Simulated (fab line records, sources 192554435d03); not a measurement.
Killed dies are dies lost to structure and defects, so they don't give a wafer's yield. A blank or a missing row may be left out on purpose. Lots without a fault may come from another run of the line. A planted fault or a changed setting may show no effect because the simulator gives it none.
Split-lot experiment | flow n5_finfet | 7 lots, 21 wafers read, on a route of 1938 steps

THE SPLIT
At N5_BEOL_M11_ETCH_66 (etches SOC in N2/H2, target depth 120 nm, overetch 24 nm, time 180 s), the setting time_s was moved away from the recipe's 180 s on 10 of the 21 wafers read, by -16.8% to +15.6%. The other wafers ran this setting at the recipe's value.

The reading is taken at the split's own step.

THE READING
SiARC_of_BEOL_M11_COAT_64.thk_nm (the simulator's own value, which no gauge read), in nm, at N5_BEOL_M11_ETCH_66 (etches SOC in N2/H2, target depth 120 nm, overetch 24 nm, time 180 s). The file gives no usual value for it. The 11 wafers here that ran the recipe average 22.7 nm, standard deviation 0.16 nm.

wafer  | tool, chamber at the split | time_s as run, s | against the recipe | SiARC_of_BEOL_M11_COAT_64.thk_nm, nm | against lot-mates on the recipe
L075.2 | rie_diel-04, 2,3           | 180              | recipe             | 22.8                                 | -
L075.5 | rie_diel-04, 2,3           | 180              | recipe             | 22.8                                 | -
L075.4 | rie_diel-04, 0             | 149.8            | -16.8%             | 24                                   | +1.2
L081.4 | rie_diel-04, 3             | 180              | recipe             | 22.8                                 | -
L081.6 | rie_diel-04, 3             | 180              | recipe             | 22.8                                 | -
L081.5 | rie_diel-04, 0             | 163              | -9.4%              | 23.6                                 | +0.8
L082.2 | rie_diel-03, 2             | 192.8            | +7.1%              | 22                                   | -0.6
L082.3 | rie_diel-03, 0             | 180              | recipe             | 22.6                                 | -
L082.6 | rie_diel-03, 0             | 192.8            | +7.1%              | 22.2                                 | -0.4
L085.1 | rie_diel-01, 3             | 180              | recipe             | 22.4                                 | -
L085.2 | rie_diel-01, 2             | 208.1            | +15.6%             | 21.2                                 | -1.3
L085.5 | rie_diel-01, 0             | 180              | recipe             | 22.6                                 | -
L088.2 | rie_diel-03, 3             | 180              | recipe             | 22.8                                 | -
L088.5 | rie_diel-03, 3,2           | 204.4            | +13.6%             | 21.8                                 | -1.0
L088.6 | rie_diel-03, 3,2           | 204.4            | +13.6%             | 21.8                                 | -1.0
L093.2 | rie_diel-04, 0             | 180              | recipe             | 23                                   | -
L093.4 | rie_diel-04, 1             | 180              | recipe             | 22.6                                 | -
L093.6 | rie_diel-04, 1             | 180              | recipe             | 22.6                                 | -
L095.1 | rie_diel-03, 2             | 191              | +6.1%              | 22.4                                 | no lot-mate on the recipe
L095.3 | rie_diel-03, 1,0           | 191              | +6.1%              | 22.6                                 | no lot-mate on the recipe
L095.4 | rie_diel-03, 1,0           | 191              | +6.1%              | 22.6                                 | no lot-mate on the recipe
Where a row lists several chambers, the file gives one row for several wafers and doesn't say which wafer went through which chamber.

THE FIT
A straight line over all 21 wafers: SiARC_of_BEOL_M11_COAT_64.thk_nm changes by -0.0772 nm for each +1% of time_s; r = -0.95; the points scatter about the line by 0.19 nm.
The same after taking each lot's own level away (the mean of its wafers on the recipe; 18 wafers): -0.076 nm for each +1%; r = -0.99; scatter 0.11 nm.
On that fit, the largest move of time_s shifts the reading by 1.3 nm.
The lots' own levels span 22.50 to 22.80 nm, that is 1.9 times the standard deviation above.
So the lot-to-lot level changes the slope little: the two slopes agree.
Check: with one of the wafers moved furthest among these (-16.8%) left out of the fit, the line predicts +1.32 nm for it against its lot-mates. It came out at +1.2 nm against them.

OTHER SPLITS ON THESE WAFERS
These wafers also went through other splits before the reading. Each is held against what the fit with the lots' levels taken away leaves over:
other split on the same wafers | wafers away from the commonest value | r with SiARC_of_BEOL_M11_COAT_64.thk_nm (lot level and that fit taken away)
N5_BEOL_M9_EXPOSE_25 dose_mj   | 7                                    | +0.18
N5_BEOL_M9_ETCH_66 bias_w      | 9                                    | +0.01
N5_BEOL_M10_ILD_DEP_00 time_s  | 9                                    | -0.10
N5_BEOL_M10_PECVD_70 temp_c    | 4                                    | +0.01

THE FILE'S OWN FIT
SiARC_of_BEOL_M11_COAT_64.thk_nm changes by -0.0767 nm for each +1% of time_s, r = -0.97.
